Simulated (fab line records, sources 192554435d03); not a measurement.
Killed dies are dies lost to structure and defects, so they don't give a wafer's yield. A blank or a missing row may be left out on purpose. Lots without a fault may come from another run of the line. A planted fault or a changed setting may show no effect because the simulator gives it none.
Chamber matching | flow n5_finfet | N5_BEOL_M4_DESCUM_16 on rie_diel-06: 4 sister chambers
The step chemistry O2, time 7 s. 18 wafers are shown with their chamber, then 9 later ones without.

WAFERS WITH THEIR CHAMBER
wafer  | chamber | throttle_valve_pct (%) | drypump_motor_current_A (A) | showerhead_plenum_p_Torr (Torr)
L078.1 | 1       | 20.24                  | 5.61                        | 2.04
L078.2 | 2       | 20.00                  | 5.74                        | 2.21
L078.3 | 0       | 20.41                  | 5.58                        | 2.21
L079.2 | 2       | 19.99                  | 5.74                        | 2.21
L079.4 | 1       | 20.22                  | 5.60                        | 2.04
L079.6 | 1       | 20.26                  | 5.62                        | 2.04
L080.1 | 1       | 20.24                  | 5.60                        | 2.04
L080.2 | 2       | 20.00                  | 5.73                        | 2.21
L080.6 | 1       | 20.24                  | 5.61                        | 2.04
L082.4 | 0       | 20.40                  | 5.55                        | 2.20
L082.5 | 0       | 20.41                  | 5.58                        | 2.21
L082.6 | 3       | 19.75                  | 5.26                        | 2.13
L085.2 | 2       | 20.03                  | 5.73                        | 2.21
L085.3 | 1       | 20.24                  | 5.61                        | 2.03
L085.6 | 1       | 20.25                  | 5.60                        | 2.03
L086.2 | 1       | 20.24                  | 5.60                        | 2.03
L086.3 | 3       | 19.75                  | 5.26                        | 2.12
L086.4 | 2       | 20.01                  | 5.73                        | 2.21

SIGNATURES (means of the wafers above)
reading                  | chamber 0 | chamber 1 | chamber 2 | chamber 3 | scatter within a chamber
throttle_valve_pct       | 20.4067   | 20.2413   | 20.0060   | 19.7500   | 0.0116
drypump_motor_current_A  | 5.5700    | 5.6063    | 5.7340    | 5.2600    | 0.00889
showerhead_plenum_p_Torr | 2.2067    | 2.0362    | 2.2100    | 2.1250    | 0.00466
Rule: a wafer's distance from a chamber is the root of the sum, over the readings, of the square of ((its reading less the chamber's mean) divided by the reading's scatter). The wafer belongs to the nearest chamber; if the next one is less than 2 further off, it can't be placed. The scatter: the root of (the sum of the squares of (reading less its chamber's mean) over the shown wafers, divided by (wafers less chambers)).

WAFERS WITHOUT THEIR CHAMBER
wafer  | throttle_valve_pct (%) | drypump_motor_current_A (A) | showerhead_plenum_p_Torr (Torr)
L087.1 | 19.78                  | 5.26                        | 2.12
L087.2 | 20.02                  | 5.76                        | 2.20
L087.6 | 19.77                  | 5.26                        | 2.12
L092.4 | 20.03                  | 5.75                        | 2.20
L092.5 | 20.01                  | 5.75                        | 2.20
L092.6 | 20.27                  | 5.60                        | 2.03
L090.2 | 20.03                  | 5.74                        | 2.20
L090.3 | 20.28                  | 5.62                        | 2.03
L090.4 | 20.45                  | 5.61                        | 2.20

WHICH CHAMBER EACH WENT THROUGH
wafer  | from the rows above | in truth
L087.1 | 3                   | 3
L087.2 | 2                   | 2
L087.6 | 3                   | 3
L092.4 | 2                   | 2
L092.5 | 2                   | 2
L092.6 | 1                   | 1
L090.2 | 2                   | 2
L090.3 | 1                   | 1
L090.4 | 0                   | 0
Placed correctly: 9 of 9. Can't be placed from these rows: 0. Placed wrongly: 0.
